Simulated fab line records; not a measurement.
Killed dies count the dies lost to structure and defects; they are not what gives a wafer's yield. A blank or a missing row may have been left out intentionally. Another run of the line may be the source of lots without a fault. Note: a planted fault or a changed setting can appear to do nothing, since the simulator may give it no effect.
fab line records	flow nandHarc
record lots=6	wafers=17	lastDay=33
route steps=1302 shown A_BLC@1110 END@1302
lots that met no fault: taken from a fault-free run of the same line
startH: hours from the record's opening day to when the first of the lot's shown wafers began	waitH: time in hours since the lot's previous step	" same as the row above	L1.1+2: a row that stands for several wafers	- no value present, or no start provided	* or withheld: withheld	< > ~ a bound
route shown NAME@n: NAME is a module with steps in the file, n the number in the route of the first one	usual: mean/standard deviation of fault-free wafers	same: alike in all rows	chamber/n: place in a boat	sites: each site's reading	_std_site: standard deviation of those values	_edge_site: inner sites' mean taken away from outer sites' mean	radiusMm: for every site, how far away it sits from the centre of the wafer	mask NAME#n: copy n	behind: tool/chamber where the wafer was last shaped	hold: reason for holding the lot/hours on hold/outcome of the hold	device: names the non-switching transistor (n, p or np)	end of line: the route-end tests of the same wafers	for a step that has no rows: nothing shown but its recipe	killed: not the wafer's yield, but the dies lost to structure and defects at the first sort	map: dies across one wafer; x = killed, . = not, _ = none there
set.NAME: the setting the step ran with; set.NAME@STEP: the setting that earlier step ran with	model.NAME: the simulator's own value behind a step, which no gauge read
a table for each step, a row for each wafer; lots at some steps of the route
services: when a tool's chamber went out of use (startH, in hours from the record's first day, below 0 if earlier), for how many hours, and the reason
## steps
# step NHARC_A_BLC_COAT_03
# recipe tempC=225	timeS=65
# step NHARC_A_BLC_COAT_04
# recipe spinRpm=1500	resistThkNm=90
# step NHARC_A_BLC_SOFTBAKE_05
# recipe tempC=105	timeS=55
# step NHARC_A_BLC_EBR_06
# step NHARC_A_BLC_EXPOSE_07
# recipe na=1.35	targetCdNm=100	doseMj=67.97	maskId=A_BLC
# step NHARC_A_BLC_PEB_08
# recipe pebTempC=100	pebTimeS=65
# step NHARC_A_BLC_DEVELOP_09
# recipe developTimeS=35	devTempC=23
# step NHARC_A_BLC_CD_MEAS_10
# recipe targetCdNm=100	landingEnergyEv=500
# usual cdNm=100.3/0.63
lot.wafer	tool	chamber	startH	waitH	cdNm
L798.2	cdSem-02	0	575.29	-	99.8
L798.3	"	0	"	"	100.1
L798.5	"	0	"	"	100.2
L802.1	cdSem-03	0	592.73	-	99.0
L802.2	"	0	"	"	100.6
L802.4	"	0	"	"	99.6
L801.1	cdSem-02	0	596.56	-	100.0
L801.2	"	0	"	"	99.4
L801.3	"	0	"	"	99.7
L805.2	cdSem-03	0	643.57	-	100.6
L805.3	"	0	"	"	100.7
L805.6	"	0	"	"	100.9
L814.3	cdSem-01	0	733.17	-	99.8
L814.5	"	0	"	"	99.5
L816.2	cdSem-01	0	755.83	-	100.6
L816.3	"	0	"	"	101.4
L816.6	"	0	"	"	101.5
# step NHARC_A_BLC_OVL_MEAS_11
# usual overlayXNm=0.0/0.94	overlayYNm=-0.1/0.82
lot.wafer	tool	chamber	startH	waitH	overlayXNm	overlayYNm
L798.2	overlay-02	-	575.38	-	-0.5	0.9
L798.3	"	-	"	"	-0.7	1.2
L798.5	"	-	"	"	-0.4	1.0
L802.1	overlay-01	-	592.82	-	-0.1	-0.1
L802.2	"	-	"	"	-0.1	0.4
L802.4	"	-	"	"	0.0	0.6
L801.1	overlay-01	-	596.65	-	0.2	1.9
L801.2	"	-	"	"	0.7	1.5
L801.3	"	-	"	"	0.4	1.6
L805.2	overlay-01	-	643.65	-	0.7	-0.5
L805.3	"	-	"	"	1.2	-0.1
L805.6	"	-	"	"	0.4	-0.6
L814.3	overlay-01	-	733.26	-	0.9	0.4
L814.5	"	-	"	"	0.5	-0.2
L816.2	overlay-02	-	755.92	-	0.2	0.0
L816.3	"	-	"	"	0.6	-0.2
L816.6	"	-	"	"	0.1	0.4
# step NHARC_A_BLC_INSPECT_12
# usual rawDefectCount=83/33
lot.wafer	tool	chamber	startH	waitH	rawDefectCount
L798.2	defectInspect-02	-	575.41	0.0	62
L798.3	"	-	"	"	78
L798.5	"	-	"	"	55
L802.1	defectInspect-02	-	592.86	0.0	122
L802.2	"	-	"	"	105
L802.4	"	-	"	"	100
L801.1	defectInspect-01	-	596.69	0.0	82
L801.2	"	-	"	"	77
L801.3	"	-	"	"	63
L805.2	defectInspect-02	-	643.69	0.0	17
L805.3	"	-	"	"	18
L805.6	"	-	"	"	18
L814.3	defectInspect-02	-	733.29	0.0	37
L814.5	"	-	"	"	27
L816.2	defectInspect-01	-	755.95	0.0	129
L816.3	"	-	"	"	145
L816.6	"	-	"	"	135
# step NHARC_A_BLC_DESCUM_15
# recipe timeS=3	o2FlowSccm=200	arFlowSccm=0	biasPowerW=0	chemistry=O2
# usual drypumpMotorCurrentA=5.7/0.4	o2FlowSccm=199.8/0.53	oesProductAu=0.999/0.0094	rfVppV=57.8/0.89	showerheadPlenumPTorr=1.93/0.097	throttleValvePct=11.310/0.0086
lot.wafer	tool	chamber	startH	waitH	drypumpMotorCurrentA	o2FlowSccm	oesProductAu	rfHoursCounterH	rfVppV	showerheadPlenumPTorr	throttleValvePct
L798.2	rieDiel-03	0	575.47	0.1	5.1	200.3	1.003	6	58.5	1.82	11.306
L798.3	"	3	"	"	6.1	200.4	1.005	6	58.6	2.04	11.324
L798.5	"	1	"	"	6.0	199.6	0.999	-	55.5	1.80	11.305
L802.2	rieDiel-06	3	592.92	0.1	5.9	199.3	1.008	8	58.4	1.88	11.316
L802.4	"	0	"	"	5.3	199.4	1.024	8	57.2	1.86	11.313
L802.1	"	2	"	"	5.1	199.7	0.991	7	58.6	2.03	11.297
L801.2	rieDiel-03	3	596.75	0.1	6.1	199.8	0.994	7	59.0	2.04	11.328
L801.1	"	1	"	"	6.0	200.5	0.997	8	56.7	1.80	11.300
L801.3	"	2	"	"	5.9	200.4	0.990	8	58.8	2.02	11.315
L805.2	rieDiel-06	1	643.76	0.1	5.7	199.4	0.991	11	58.0	1.97	11.308
L805.3	"	3	"	"	6.0	200.3	0.993	12	59.3	1.88	11.309
L805.6	"	0	"	"	5.3	199.8	1.011	-	57.7	1.86	11.303
L814.3	rieDiel-03	2	733.37	0.1	5.9	200.0	1.006	5	56.0	2.02	11.317
L814.5	"	0	"	"	5.1	198.8	1.007	-	57.5	1.81	11.317
L816.2	rieDiel-03	1	756.02	0.1	6.1	199.5	0.994	6	57.2	1.80	11.321
L816.3	"	2	"	"	5.9	200.8	0.994	6	58.3	2.02	11.312
L816.6	"	1	"	"	6.1	200.4	0.997	-	58.4	1.80	11.328
# step NHARC_A_BLC_ETCH_16
# recipe targetDepthA=390	overEtchFrac=0.3	timeS=65	ionEnergyEv=80	cf4FlowSccm=150	arFlowSccm=0	rfW=300	biasW=100	chemistry=CF4
# usual drypumpMotorCurrentA=5.7/0.4	oesProductAu=1.000/0.0088	rfVppV=151.3/1.3	runLengthS=86.2/0.46	showerheadPlenumPTorr=1.78/0.082	throttleValvePct=13.284/0.0087
lot.wafer	tool	chamber	startH	waitH	drypumpMotorCurrentA	oesProductAu	rfHoursCounterH	rfVppV	runLengthS	showerheadPlenumPTorr	throttleValvePct
L798.3	rieDiel-03	1	575.56	0.1	6.1	1.006	6	150.3	86.2	1.68	13.275
L798.2	"	2	"	"	6.0	0.983	6	153.2	85.5	1.86	13.284
L798.5	"	1	"	"	6.0	1.005	-	150.4	86.8	1.68	13.293
L802.1	rieDiel-06	0	593.00	0.1	5.3	1.007	8	151.4	86.2	1.72	13.297
L802.2	"	1	"	"	5.7	0.996	6	151.7	86.4	1.81	13.291
L802.4	"	2	"	"	5.1	0.994	7	151.7	85.3	1.87	13.281
L801.3	rieDiel-03	3	596.83	0.1	6.1	1.006	7	152.0	87.3	1.88	13.274
L801.1	"	0	"	"	5.1	1.000	8	149.7	85.9	1.69	13.289
L801.2	"	1	"	"	6.0	1.009	8	149.8	86.2	1.67	13.286
L805.2	rieDiel-06	1	643.84	0.1	5.8	0.994	11	152.4	86.4	1.81	13.294
L805.3	"	3	"	"	6.0	1.000	12	150.9	86.0	1.74	13.285
L805.6	"	0	"	"	5.3	1.008	-	150.5	86.0	1.72	13.278
L814.3	rieDiel-03	1	733.44	0.1	6.0	0.990	5	150.3	86.3	1.67	13.296
L814.5	"	1	"	"	6.1	1.004	-	150.0	86.2	1.67	13.274
L816.2	rieDiel-03	0	756.11	0.1	5.1	1.001	6	148.7	85.7	1.68	13.290
L816.3	"	1	"	"	6.0	1.008	6	150.1	86.1	1.67	13.285
L816.6	"	3	"	"	6.1	1.023	-	153.2	86.8	1.88	13.267
# step NHARC_A_BLC_ETCH_17
# recipe targetDepthA=3900	overEtchFrac=0.25	timeS=609.38	ionEnergyEv=200	n2FlowSccm=150	h2FlowSccm=150	arFlowSccm=0	rfW=400	biasW=150	chemistry=N2/H2
# usual drypumpMotorCurrentA=5.7/0.4	n2FlowSccm=149.9/0.48	oesProductAu=0.999/0.0085	rfVppV=431/3	runLengthS=630.6/0.48	showerheadPlenumPTorr=2.05/0.11	throttleValvePct=14.172/0.0093
lot.wafer	tool	chamber	startH	waitH	drypumpMotorCurrentA	n2FlowSccm	oesProductAu	rfHoursCounterH	rfVppV	runLengthS	showerheadPlenumPTorr	throttleValvePct
L798.3	rieDiel-03	1	575.74	-	6.0	150.5	1.007	6	426	630.7	1.92	14.165
L798.2	"	2	"	"	6.0	150.6	0.995	6	433	630.1	2.16	14.174
L798.5	"	3	"	"	6.1	150.1	1.004	-	435	631.3	2.18	14.173
L802.4	rieDiel-06	2	593.09	-	5.1	150.3	0.998	7	435	629.7	2.17	14.174
L802.1	"	3	"	"	6.0	149.6	1.004	8	430	630.9	2.01	14.167
L802.2	"	1	"	"	5.8	150.0	1.002	7	432	630.4	2.10	14.162
L801.2	rieDiel-03	2	596.92	-	5.9	150.8	0.992	8	434	630.2	2.16	14.171
L801.3	"	3	"	"	6.1	150.1	1.007	7	434	631.3	2.18	14.188
L801.1	"	1	"	"	6.1	149.9	1.006	8	427	630.9	1.92	14.167
L805.2	rieDiel-06	2	643.98	-	5.1	149.0	0.987	12	434	629.9	2.17	14.168
L805.3	"	3	"	"	5.9	151.4	0.994	12	429	630.5	2.01	14.178
L805.6	"	2	"	"	5.1	150.3	0.978	-	435	630.1	2.17	14.179
L814.3	rieDiel-03	1	733.57	-	6.1	149.8	0.995	5	427	630.9	1.92	14.176
L814.5	"	0	"	"	5.1	149.7	0.999	-	426	605.4	1.93	14.157
L816.3	rieDiel-03	1	756.28	-	6.1	150.1	0.992	6	425	630.5	1.92	14.175
L816.2	"	2	"	"	5.9	150.5	1.003	6	434	605.9	2.16	14.180
L816.6	"	3	"	"	6.1	150.0	1.003	-	435	631.8	2.18	14.175
# step NHARC_A_BLC_ETCH_18
# recipe targetDepthA=9100	c4f8FlowSccm=20	o2FlowSccm=10	arFlowSccm=withheld	rfW=600	biasW=1500	chemistry=C4F8/O2/Ar
# usual oesProductAu=0.943/0.023	rfVppV=979/6.6
lot.wafer	tool	chamber	startH	waitH	oesProductAu	rfHoursCounterH	rfVppV
L798.3	rieDiel-03	3	-	-	0.937	6	987
L798.2	"	0	"	"	0.913	7	972
L798.5	"	2	"	"	0.915	-	987
L802.4	rieDiel-06	1	-	-	0.912	7	981
L802.2	"	3	"	"	0.917	8	976
L802.1	"	0	"	"	0.929	8	975
L801.1	rieDiel-03	0	-	-	0.949	8	971
L801.3	"	2	"	"	0.943	8	985
L801.2	"	3	"	"	0.944	8	987
L805.3	rieDiel-06	3	-	-	0.924	12	975
L805.2	"	1	"	"	0.916	12	983
L805.6	"	3	"	"	0.922	-	977
L814.3	rieDiel-03	0	-	-	0.935	6	970
L814.5	"	1	"	"	0.931	-	970
L816.2	rieDiel-03	2	-	-	0.975	6	984
L816.3	"	0	"	"	0.958	7	971
L816.6	"	1	"	"	0.964	-	970
# step NHARC_END_SORT_01
# recipe tempC=25
# usual killedAtArray=54/17	killedAtOther=1.0/1.4	killedAtPeriphery=3.6/2.1	killedDies=58/17	killedOpen=3.2/2	killedShort=2.5/1.5
# same grossDies=677
lot.wafer	tool	chamber	startH	waitH	killedAtArray	killedAtOther	killedAtPeriphery	killedDies	killedOpen	killedShort
L801.1	prober-01	0	638.26	2.5	60	1	4	65	5	4
L801.2	prober-01	0	639.06	2.8	54	0	0	54	2	1
# killed by level:class
L801.1 A_SLIT:chamberFilmFlake=30 A_CHANNEL_HOLE_D1:chamberFilmFlake=10 A_CHANNEL_HOLE_D2:chamberFilmFlake=8 A_CONTACT:chamberFilmFlake=4 A_DECK1_JOINT:chamberFilmFlake=3 P_CONTACT:geometricParticle:open=2 A_CHANNEL_FILL_D1:geometricParticle:short=2 P_M0:geometricParticle:open=1
L801.2 A_SLIT:chamberFilmFlake=28 A_CHANNEL_HOLE_D2:chamberFilmFlake=10 A_CHANNEL_HOLE_D1:chamberFilmFlake=6 A_STAIRCASE:chamberFilmFlake=3 A_CONTACT:chamberFilmFlake=2 A_CHANNEL_FILL_D1:geometricParticle:open=1 A_WL_FILL:geometricParticle:short=1 A_BLC:geometricParticle:open=1
## services
tool	chamber	startH	hours	kind
rieDiel-06	1	555.09	6.1	repair
rieDiel-03	0	565.62	-	clean
rieDiel-03	1	565.62	-	clean
rieDiel-03	2	565.62	-	clean
rieDiel-03	3	565.62	-	clean
rieDiel-03	1	573.19	1.6	repair
rieDiel-06	-	582.68	0.1	repair
rieDiel-03	0	590.12	-	clean
rieDiel-03	1	590.12	-	clean
rieDiel-03	2	590.12	-	clean
rieDiel-03	3	590.12	-	clean
rieDiel-03	0	614.62	-	clean
rieDiel-03	1	614.62	-	clean
rieDiel-03	2	614.62	-	clean
rieDiel-03	3	614.62	-	clean
rieDiel-03	-	635.30	9.0	pm
rieDiel-03	0	635.30	9.0	ventCycle
rieDiel-03	1	635.30	9.0	ventCycle
rieDiel-03	2	635.30	9.0	ventCycle
rieDiel-06	-	661.37	9.0	pm
rieDiel-06	3	712.88	6.4	repair
rieDiel-03	1	713.05	6.2	repair
rieDiel-06	2	718.17	9.2	repair
rieDiel-03	3	722.62	5.9	repair
## key
firstSign step=NHARC_A_BLC_ETCH_17	reading=runLengthS	direction=down	sigmas=52	usual=*	struck=*
effect none on later readings
metAt NHARC_A_BLC_ETCH_17
struckWafers L814.5,L816.2
testerLeftOut L814,L816
onsetBetween 596.92 733.57
fault kind=processParameterDrift	tool=rieDiel-03	chamber=-	onsetH=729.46	steps=NHARC_A_BLC_ETCH_17	channel=timeS	offset=*	shape=step	endH=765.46	scope=struckWafersOnly	actsIn=*	stated=*
# testerLeftOut: of these lots the tester's yield and bins aren't shown, on N5 and GAA mostly nor the transistor test; their killed dies are dies lost to structure and defects alone, not to doping, threshold or leakage, so they don't give the yield
